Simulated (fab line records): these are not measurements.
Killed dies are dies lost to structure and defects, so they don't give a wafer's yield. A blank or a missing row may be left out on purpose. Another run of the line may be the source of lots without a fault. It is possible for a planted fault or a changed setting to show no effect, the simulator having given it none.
Chamber matching || flow n5 finfet || 4 sister chambers for N5_BEOL_M10_ETCH_62 on rie diel-01
The step etches SOC in N2/H2, target depth 110 nm, overetch 22 nm, time 165 s. 27 wafers are shown with their chamber, then 12 later ones without.

WAFERS, EACH WITH ITS CHAMBER
{"wafer": "L074.3", "chamber": 2, "showerhead plenum p Torr (Torr)": 2.52, "throttle valve pct (%)": 17.99, "drypump motor current A (A)": 5.8}
{"wafer": "L074.5", "chamber": 3, "showerhead plenum p Torr (Torr)": 2.50, "throttle valve pct (%)": 17.81, "drypump motor current A (A)": 5.5}
{"wafer": "L074.6", "chamber": 2, "showerhead plenum p Torr (Torr)": 2.52, "throttle valve pct (%)": 18.01, "drypump motor current A (A)": 5.8}
{"wafer": "L076.4", "chamber": 2, "showerhead plenum p Torr (Torr)": 2.52, "throttle valve pct (%)": 18.01, "drypump motor current A (A)": 5.8}
{"wafer": "L076.5", "chamber": 3, "showerhead plenum p Torr (Torr)": 2.50, "throttle valve pct (%)": 17.84, "drypump motor current A (A)": 5.5}
{"wafer": "L076.6", "chamber": 2, "showerhead plenum p Torr (Torr)": 2.52, "throttle valve pct (%)": 17.99, "drypump motor current A (A)": 5.8}
{"wafer": "L077.2", "chamber": 1, "showerhead plenum p Torr (Torr)": 2.40, "throttle valve pct (%)": 18.42, "drypump motor current A (A)": 5.4}
{"wafer": "L077.5", "chamber": 2, "showerhead plenum p Torr (Torr)": 2.52, "throttle valve pct (%)": 18.00, "drypump motor current A (A)": 5.8}
{"wafer": "L077.6", "chamber": 3, "showerhead plenum p Torr (Torr)": 2.50, "throttle valve pct (%)": 17.83, "drypump motor current A (A)": 5.5}
{"wafer": "L078.1", "chamber": 0, "showerhead plenum p Torr (Torr)": 2.63, "throttle valve pct (%)": 18.01, "drypump motor current A (A)": 5.5}
{"wafer": "L078.2", "chamber": 1, "showerhead plenum p Torr (Torr)": 2.40, "throttle valve pct (%)": 18.43, "drypump motor current A (A)": 5.3}
{"wafer": "L078.3", "chamber": 2, "showerhead plenum p Torr (Torr)": 2.52, "throttle valve pct (%)": 18.00, "drypump motor current A (A)": 5.8}
{"wafer": "L078.4", "chamber": 3, "showerhead plenum p Torr (Torr)": 2.50, "throttle valve pct (%)": 17.82, "drypump motor current A (A)": 5.5}
{"wafer": "L078.5", "chamber": 3, "showerhead plenum p Torr (Torr)": 2.50, "throttle valve pct (%)": 17.82, "drypump motor current A (A)": 5.5}
{"wafer": "L078.6", "chamber": 0, "showerhead plenum p Torr (Torr)": 2.63, "throttle valve pct (%)": 18.00, "drypump motor current A (A)": 5.5}
{"wafer": "L080.2", "chamber": 1, "showerhead plenum p Torr (Torr)": 2.40, "throttle valve pct (%)": 18.42, "drypump motor current A (A)": 5.3}
{"wafer": "L080.5", "chamber": 0, "showerhead plenum p Torr (Torr)": 2.63, "throttle valve pct (%)": 18.03, "drypump motor current A (A)": 5.5}
{"wafer": "L080.6", "chamber": 3, "showerhead plenum p Torr (Torr)": 2.50, "throttle valve pct (%)": 17.83, "drypump motor current A (A)": 5.5}
{"wafer": "L083.1", "chamber": 3, "showerhead plenum p Torr (Torr)": 2.50, "throttle valve pct (%)": 17.84, "drypump motor current A (A)": 5.5}
{"wafer": "L083.2", "chamber": 0, "showerhead plenum p Torr (Torr)": 2.63, "throttle valve pct (%)": 18.02, "drypump motor current A (A)": 5.5}
{"wafer": "L083.3", "chamber": 2, "showerhead plenum p Torr (Torr)": 2.51, "throttle valve pct (%)": 18.02, "drypump motor current A (A)": 5.8}
{"wafer": "L083.4", "chamber": 1, "showerhead plenum p Torr (Torr)": 2.40, "throttle valve pct (%)": 18.42, "drypump motor current A (A)": 5.3}
{"wafer": "L083.5", "chamber": 3, "showerhead plenum p Torr (Torr)": 2.50, "throttle valve pct (%)": 17.84, "drypump motor current A (A)": 5.5}
{"wafer": "L083.6", "chamber": 0, "showerhead plenum p Torr (Torr)": 2.63, "throttle valve pct (%)": 18.04, "drypump motor current A (A)": 5.5}
{"wafer": "L081.1", "chamber": 2, "showerhead plenum p Torr (Torr)": 2.51, "throttle valve pct (%)": 18.05, "drypump motor current A (A)": 5.8}
{"wafer": "L081.4", "chamber": 0, "showerhead plenum p Torr (Torr)": 2.62, "throttle valve pct (%)": 18.05, "drypump motor current A (A)": 5.5}
{"wafer": "L081.5", "chamber": 3, "showerhead plenum p Torr (Torr)": 2.49, "throttle valve pct (%)": 17.85, "drypump motor current A (A)": 5.5}

SIGNATURES (averages over the wafers above)
{"reading": "showerhead plenum p Torr", "chamber 0": 2.6283, "chamber 1": 2.4000, "chamber 2": 2.5175, "chamber 3": 2.4989, "scatter within a chamber": 0.00374}
{"reading": "throttle valve pct", "chamber 0": 18.0250, "chamber 1": 18.4225, "chamber 2": 18.0087, "chamber 3": 17.8311, "scatter within a chamber": 0.0159}
{"reading": "drypump motor current A", "chamber 0": 5.500, "chamber 1": 5.325, "chamber 2": 5.800, "chamber 3": 5.500, "scatter within a chamber": 0.0181}
Rule: a wafer's distance from a chamber is the root of the sum, over the readings, of the square of ((its reading less the chamber's mean) divided by the reading's scatter). The wafer belongs to the nearest chamber; if the next one is less than 2 further off, it can't be placed. The scatter: the root of (the sum of the squares of (reading less its chamber's mean) over the shown wafers, divided by (wafers less chambers)).

WAFERS MISSING THEIR CHAMBER
{"wafer": "L089.1", "showerhead plenum p Torr (Torr)": 2.62, "throttle valve pct (%)": 18.05, "drypump motor current A (A)": 5.5}
{"wafer": "L089.2", "showerhead plenum p Torr (Torr)": 2.71, "throttle valve pct (%)": 18.00, "drypump motor current A (A)": 5.3}
{"wafer": "L089.3", "showerhead plenum p Torr (Torr)": 2.51, "throttle valve pct (%)": 17.54, "drypump motor current A (A)": 5.8}
{"wafer": "L089.4", "showerhead plenum p Torr (Torr)": 2.62, "throttle valve pct (%)": 18.06, "drypump motor current A (A)": 5.5}
{"wafer": "L089.5", "showerhead plenum p Torr (Torr)": 2.51, "throttle valve pct (%)": 17.54, "drypump motor current A (A)": 5.8}
{"wafer": "L089.6", "showerhead plenum p Torr (Torr)": 2.71, "throttle valve pct (%)": 18.04, "drypump motor current A (A)": 5.3}
{"wafer": "L090.1", "showerhead plenum p Torr (Torr)": 2.51, "throttle valve pct (%)": 17.58, "drypump motor current A (A)": 5.8}
{"wafer": "L090.3", "showerhead plenum p Torr (Torr)": 2.61, "throttle valve pct (%)": 18.09, "drypump motor current A (A)": 5.5}
{"wafer": "L090.4", "showerhead plenum p Torr (Torr)": 2.71, "throttle valve pct (%)": 18.02, "drypump motor current A (A)": 5.3}
{"wafer": "L093.1", "showerhead plenum p Torr (Torr)": 2.50, "throttle valve pct (%)": 17.57, "drypump motor current A (A)": 5.8}
{"wafer": "L093.2", "showerhead plenum p Torr (Torr)": 2.71, "throttle valve pct (%)": 18.03, "drypump motor current A (A)": 5.4}
{"wafer": "L093.4", "showerhead plenum p Torr (Torr)": 2.50, "throttle valve pct (%)": 17.57, "drypump motor current A (A)": 5.8}

CHAMBER TAKEN BY EACH
{"wafer": "L089.1", "from the rows above": 0, "in truth": 0}
{"wafer": "L089.2", "from the rows above": 0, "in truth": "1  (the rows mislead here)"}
{"wafer": "L089.3", "from the rows above": 3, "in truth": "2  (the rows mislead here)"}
{"wafer": "L089.4", "from the rows above": 0, "in truth": 0}
{"wafer": "L089.5", "from the rows above": 3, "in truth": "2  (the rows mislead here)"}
{"wafer": "L089.6", "from the rows above": 0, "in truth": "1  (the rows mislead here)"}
{"wafer": "L090.1", "from the rows above": 3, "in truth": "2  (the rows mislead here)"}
{"wafer": "L090.3", "from the rows above": 0, "in truth": 0}
{"wafer": "L090.4", "from the rows above": 0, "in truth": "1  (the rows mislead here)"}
{"wafer": "L093.1", "from the rows above": 3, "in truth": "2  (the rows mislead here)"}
{"wafer": "L093.2", "from the rows above": 0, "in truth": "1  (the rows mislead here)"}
{"wafer": "L093.4", "from the rows above": 3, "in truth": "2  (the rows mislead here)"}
3 of 12 placed correctly. Number that these rows cannot place: 0. Wrongly placed: 9.
